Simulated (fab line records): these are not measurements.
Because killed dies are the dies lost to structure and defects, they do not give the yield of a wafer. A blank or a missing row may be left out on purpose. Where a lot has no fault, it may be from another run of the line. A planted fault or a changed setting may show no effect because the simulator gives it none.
Chamber matching	flow n5-finfet	4 sister chambers for N5_BEOL_M0_CUTY_DESCUM_61 on rie-diel-02
The step chemistry O2, time 7.9 s. 4 wafers are shown with their chamber, then 9 later ones without.

== EACH WAFER AND ITS CHAMBER ==
wafer	chamber	showerhead-plenum-p-Torr (Torr)
L082.5	2	2.12
L090.4	1	2.00
L091.2	3	2.06
L091.4	0	2.08

== WAFERS MISSING THEIR CHAMBER ==
wafer	showerhead-plenum-p-Torr (Torr)
L094.3	2.05
L094.4	2.05
L094.6	1.99
L096.1	2.07
L096.2	1.99
L096.3	2.11
L096.4	2.11
L096.5	2.07
L096.6	1.99

== THE CHAMBER EACH PASSED THROUGH ==
wafer	from the rows above	in truth
L094.3	can't be placed: 3 or 0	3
L094.4	can't be placed: 3 or 0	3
L094.6	1	1
L096.1	can't be placed: 3 or 0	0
L096.2	1	1
L096.3	can't be placed: 2 or 0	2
L096.4	can't be placed: 2 or 0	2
L096.5	can't be placed: 3 or 0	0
L096.6	1	1
3 of 9 placed correctly. From these rows, 6 cannot be placed; in 6 the true chamber is one of the candidates. Placed wrongly: 0.
How it was worked out, from the rows above alone: a wafer's distance from a chamber is the root of the sum, over the readings, of the square of ((its reading less the chamber's mean) divided by the reading's scatter). If the next closest chamber is less than 2 further off than the closest, the wafer can't be placed; otherwise it belongs to the closest. A chamber's mean is the mean of its shown wafers. The scatter: with one shown wafer a chamber, the root of the mean of the squares of how far each hidden wafer lies from its nearest shown one.
